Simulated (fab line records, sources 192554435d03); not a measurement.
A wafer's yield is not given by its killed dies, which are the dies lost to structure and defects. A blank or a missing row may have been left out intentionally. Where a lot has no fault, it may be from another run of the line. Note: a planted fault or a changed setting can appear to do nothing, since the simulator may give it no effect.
Which tool is to blame? | flow n5_finfet | 33 wafers from 11 lots sampled at 4 of the route's 1938 steps

== WHAT THE GAUGES READ, wafer by wafer ==
Not one reading of a measure or inspect step in the record can be checked against a usual standard deviation.

== WHICH TOOL RAN EACH LOT (tool, then ch and the chambers of the sampled wafers, then the start) ==
lot  | N5_BEOL_M14_ETCH_38                           | N5_BEOL_M14_PRE_CLEAN_42     | N5_BEOL_M15_ANNEAL_48            | N5_MIM_TOP_SPUTTER_03
L696 | rie_diel-04 ch 2,3, day 13 12:37 or earlier   | pvd_sputter-03, day 13 12:37 | rtp_anneal-01 ch 0, day 13 21:07 | pvd_sputter-02, day 14 02:11
L699 | rie_diel-04 ch 0,2,3, day 14 03:41 or earlier | pvd_sputter-01, day 14 03:41 | rtp_anneal-01 ch 0, day 14 11:46 | pvd_sputter-02, day 14 14:32
L701 | rie_diel-04 ch 0,1,3, day 14 06:01 or earlier | pvd_sputter-03, day 14 06:01 | rtp_anneal-01 ch 0, day 14 12:23 | pvd_sputter-02, day 14 16:10
L702 | rie_diel-01 ch 0,1,3, day 14 07:06 or earlier | pvd_sputter-03, day 14 07:06 | rtp_anneal-02 ch 0, day 14 14:29 | pvd_sputter-03, day 14 18:53
L700 | rie_diel-01 ch 0,1,2, day 14 07:16 or earlier | pvd_sputter-02, day 14 07:16 | rtp_anneal-02 ch 0, day 14 14:53 | pvd_sputter-01, day 14 19:40
L706 | rie_diel-04 ch 1,2,3, day 15 17:29 or earlier | pvd_sputter-03, day 15 17:29 | rtp_anneal-02 ch 0, day 16 01:32 | pvd_sputter-01, day 16 05:18
L711 | rie_diel-03 ch 1,2, day 17 03:11 or earlier   | pvd_sputter-01, day 17 03:11 | rtp_anneal-02 ch 0, day 17 10:56 | pvd_sputter-02, day 17 16:08
L714 | rie_diel-01 ch 0,2,3, day 17 08:35 or earlier | pvd_sputter-01, day 17 08:35 | rtp_anneal-01 ch 0, day 17 14:13 | pvd_sputter-02, day 17 19:27
L716 | rie_diel-04 ch 2,3, day 18 12:36 or earlier   | pvd_sputter-01, day 18 12:36 | rtp_anneal-01 ch 0, day 18 18:37 | pvd_sputter-01, day 18 22:53
L717 | rie_diel-01 ch 1,2,3, day 18 12:47 or earlier | pvd_sputter-03, day 18 12:47 | rtp_anneal-01 ch 0, day 18 18:23 | pvd_sputter-03, day 18 22:44
L718 | rie_diel-03 ch 1,3, day 19 11:22 or earlier   | pvd_sputter-03, day 19 11:22 | rtp_anneal-02 ch 0, day 19 18:49 | pvd_sputter-02, day 19 23:47
- N5_BEOL_M14_ETCH_38: etches SiCN in CF4/N2, target depth 106.5 nm, time 120.6 s.
- N5_BEOL_M14_PRE_CLEAN_42: time 30 s.
- N5_BEOL_M15_ANNEAL_48: time 90 s.
- N5_MIM_TOP_SPUTTER_03: material TiN, target thk 35 nm, time 89.7 s.

== WHAT THE TOOLS THEMSELVES READ (means of the sampled wafers that have a number; where no wafer has one, the mark that the record gives instead) ==
N5_BEOL_M14_ETCH_38. Usual: drypump_motor_current_A 5.7 A, standard deviation 0.5; oes_product_au 0.83 a.u., standard deviation 0.072; rf_vpp_V 383.4 V, standard deviation 2.2; showerhead_plenum_p_Torr 2.25 Torr, standard deviation 0.08; throttle_valve_pct 15.36 %, standard deviation 0.11.
lot  | tool        | drypump_motor_current_A (A) | oes_product_au (a.u.) | rf_vpp_V (V) | showerhead_plenum_p_Torr (Torr) | throttle_valve_pct (%) | flag
L696 | rie_diel-04 | 6.1                         | 0.81                  | 382.4        | 2.25                            | 15.33                  |
L699 | rie_diel-04 | 5.8                         | 0.82                  | 382.5        | 2.23                            | 15.36                  |
L701 | rie_diel-04 | 5.5                         | 0.85                  | 383.8        | 2.27                            | 15.31                  |
L702 | rie_diel-01 | 5.7                         | 0.80                  | 382.7        | 2.23                            | 15.44                  |
L700 | rie_diel-01 | 5.4                         | 0.81                  | 385.4        | 2.29                            | 15.37                  |
L706 | rie_diel-04 | 5.8                         | 0.80                  | 383.4        | 2.28                            | 15.31                  |
L711 | rie_diel-03 | 5.7                         | 0.88                  | 385.5        | 2.33                            | 15.34                  |
L714 | rie_diel-01 | 5.8                         | 0.78                  | 382.2        | 2.22                            | 15.46                  |
L716 | rie_diel-04 | 6.1                         | 0.76                  | 382.8        | 2.23                            | 15.41                  |
L717 | rie_diel-01 | 5.6                         | 0.79                  | 382.8        | 2.25                            | 15.48                  |
L718 | rie_diel-03 | 5.4                         | 0.88                  | 383.9        | 2.27                            | 15.42                  |

N5_BEOL_M14_PRE_CLEAN_42. Usual: heater_power_w reads 459 W (standard deviation 29).
lot  | tool           | heater_power_w (W) | flag
L696 | pvd_sputter-03 | 468                |
L699 | pvd_sputter-01 | 444                |
L701 | pvd_sputter-03 | 460                |
L702 | pvd_sputter-03 | 440                |
L700 | pvd_sputter-02 | 459                |
L706 | pvd_sputter-03 | 462                |
L711 | pvd_sputter-01 | 427                |
L714 | pvd_sputter-01 | 449                |
L716 | pvd_sputter-01 | 444                |
L717 | pvd_sputter-03 | 451                |
L718 | pvd_sputter-03 | 450                |

N5_BEOL_M15_ANNEAL_48. Usual: wafer_temp_C_max reads 225.70 (standard deviation 0.21).
lot  | tool          | wafer_temp_C_max | flag
L696 | rtp_anneal-01 | 225.79           |
L699 | rtp_anneal-01 | 225.71           |
L701 | rtp_anneal-01 | 225.59           |
L702 | rtp_anneal-02 | 225.82           |
L700 | rtp_anneal-02 | 225.59           |
L706 | rtp_anneal-02 | 208.98           | OFF
L711 | rtp_anneal-02 | 208.99           | OFF
L714 | rtp_anneal-01 | 225.63           |
L716 | rtp_anneal-01 | 225.61           |
L717 | rtp_anneal-01 | 225.63           |
L718 | rtp_anneal-02 | 225.70           |

N5_MIM_TOP_SPUTTER_03. Usual: throttle_valve_pct reads 30.5 % (standard deviation 0.66).
lot  | tool           | throttle_valve_pct (%) | flag
L696 | pvd_sputter-02 | 30.3                   |
L699 | pvd_sputter-02 | 30.2                   |
L701 | pvd_sputter-02 | 30.4                   |
L702 | pvd_sputter-03 | 30.3                   |
L700 | pvd_sputter-01 | 31.0                   |
L706 | pvd_sputter-01 | 30.9                   |
L711 | pvd_sputter-02 | 30.2                   |
L714 | pvd_sputter-02 | 30.4                   |
L716 | pvd_sputter-01 | 31.0                   |
L717 | pvd_sputter-03 | 30.4                   |
L718 | pvd_sputter-02 | 30.1                   |

== THE ANSWER, worked out from the rows above alone ==
Rule: lot off if the mean of its wafers having a number is beyond 3 standard deviations from the usual mean. A lot without any number at a reading at which 4 lots or more have one is off too. All remaining lots with rows at the step are treated as sound. First the gauges in route order, then the tools' own readings, where a lot's mean is used as printed above. The first step at which some lot is off is used, and at that step the reading that is off furthest; a lot without a number counts as furthest.
Off at N5_BEOL_M15_ANNEAL_48 (wafer_temp_C_max): L706, L711.
If a tool, at that step or one of the process steps before it, ran each lot that is off and ran no sound lot following the first of them, it fits. Because N5_BEOL_M14_ETCH_38 lacks a start for some lots, the hours and order of its lots are taken from N5_BEOL_M14_PRE_CLEAN_42. Not one of the candidates tried fits.

== WHAT HAD BEEN PUT IN BY THE SIMULATOR ==
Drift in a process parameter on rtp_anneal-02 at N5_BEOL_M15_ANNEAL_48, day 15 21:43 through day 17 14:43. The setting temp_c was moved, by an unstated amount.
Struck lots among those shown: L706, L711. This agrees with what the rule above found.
